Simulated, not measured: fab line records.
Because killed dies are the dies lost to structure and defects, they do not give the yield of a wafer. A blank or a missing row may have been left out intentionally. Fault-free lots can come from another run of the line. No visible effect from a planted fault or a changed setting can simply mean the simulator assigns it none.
Comparing a struck lot with a sound one :: flow nandHarc :: 15 out of 1302 route steps
Sound: the wafers L286.3, L286.4, L286.6. Struck: wafer L303.6 (left out: L303.3, a lot-mate that was not struck); the cause follows at the end.
Per side, at each step with rows, come the tool, then ch with its chambers, and then its first start. Under that, the readings that differ: sound wafers :: struck wafers :: difference of the means :: sigmas: that difference in standard deviations of wafers without a fault.
alike: a reading whose means differ by less than 2 such deviations, as well as words and numbers matching on both sides. not compared: withheld readings; readings where some wafer has no value; bounds like >300 that might hide an equal value; numbers whose values overlap and for which the record gives no deviation.
A row with sigmas, a row that says differs or no value, or rows on one side alone: a step with any of these is where the two part. Non-overlapping numbers with no deviation appear without sigmas and do not part them. Lack of a reading on every wafer of one side parts them only where that side has two or more wafers.

NHARC_A_ONON_D2_THK_MEAS_05: measures by ellipsometry.
  sound on filmMetro-02, day 13 06:52; struck on filmMetro-02, day 21 02:32
  alike: thkNm
after that, 1 step with no rows for these wafers: NHARC_A_ONON_D2_DEP_06 (target thk 1000 nm).
NHARC_A_ONON_D2_THK_MEAS_08: measures by ellipsometry.
  sound on filmMetro-02, day 13 07:27; struck on filmMetro-02, day 21 03:06
  alike: thkNm
after that, 1 step with no rows for these wafers: NHARC_A_ONON_D2_DEP_09 (target thk 1000 nm).
NHARC_A_ONON_D2_THK_MEAS_11: measures by ellipsometry.
  sound on filmMetro-02, day 13 08:01; struck on filmMetro-02, day 21 03:40
  alike: thkNm
after that, 1 step with no rows for these wafers: NHARC_A_ONON_D2_DEP_12 (target thk 1000 nm).
NHARC_A_ONON_D2_THK_MEAS_14: measures by ellipsometry.
  sound on filmMetro-02, day 13 08:37; struck on filmMetro-02, day 21 04:14
reading: thkNm (nm)
sound: 1009 1010 1010
struck: 984
difference: -26
sigmas: -3
then, 2 steps without rows for these wafers: NHARC_A_ONON_D2_ANNEAL_15 (time 3600 s); NHARC_A_ONON_D2_DEP_16 (target thk 1000 nm).
NHARC_A_ONON_D2_THK_MEAS_18: measures by ellipsometry.
  sound on filmMetro-02, day 13 15:56; struck on filmMetro-02, day 21 11:39
  alike: thkNm
after that, 1 step with no rows for these wafers: NHARC_A_ONON_D2_DEP_19 (target thk 1000 nm).
NHARC_A_ONON_D2_THK_MEAS_21: measures by ellipsometry.
  sound on filmMetro-02, day 13 16:30; struck on filmMetro-02, day 21 12:13
reading: thkNm (nm)
sound: 1002 1002 1002
struck: 983
difference: -19
sigmas: -2
NHARC_A_ONON_D2_DEP_22: target thk 1000 nm.
  sound on pecvdOnon-02 ch 0, day 13 16:41; struck on pecvdOnon-01 ch 0, day 21 12:23
NHARC_A_ONON_D2_THK_MEAS_24: measures by ellipsometry.
  sound on filmMetro-02, day 13 17:05; struck on filmMetro-01, day 21 12:47
reading: thkNm (nm)
sound: 1010 1011 1010
struck: 815
difference: -195
sigmas: -18
after that, 1 step with no rows for these wafers: NHARC_A_ONON_D2_DEP_25 (target thk 1000 nm).

WHERE THEY PART
Last at NHARC_A_ONON_D2_THK_MEAS_24 as far as this record goes, first at NHARC_A_ONON_D2_THK_MEAS_14.

WHY: whatever the simulator had introduced
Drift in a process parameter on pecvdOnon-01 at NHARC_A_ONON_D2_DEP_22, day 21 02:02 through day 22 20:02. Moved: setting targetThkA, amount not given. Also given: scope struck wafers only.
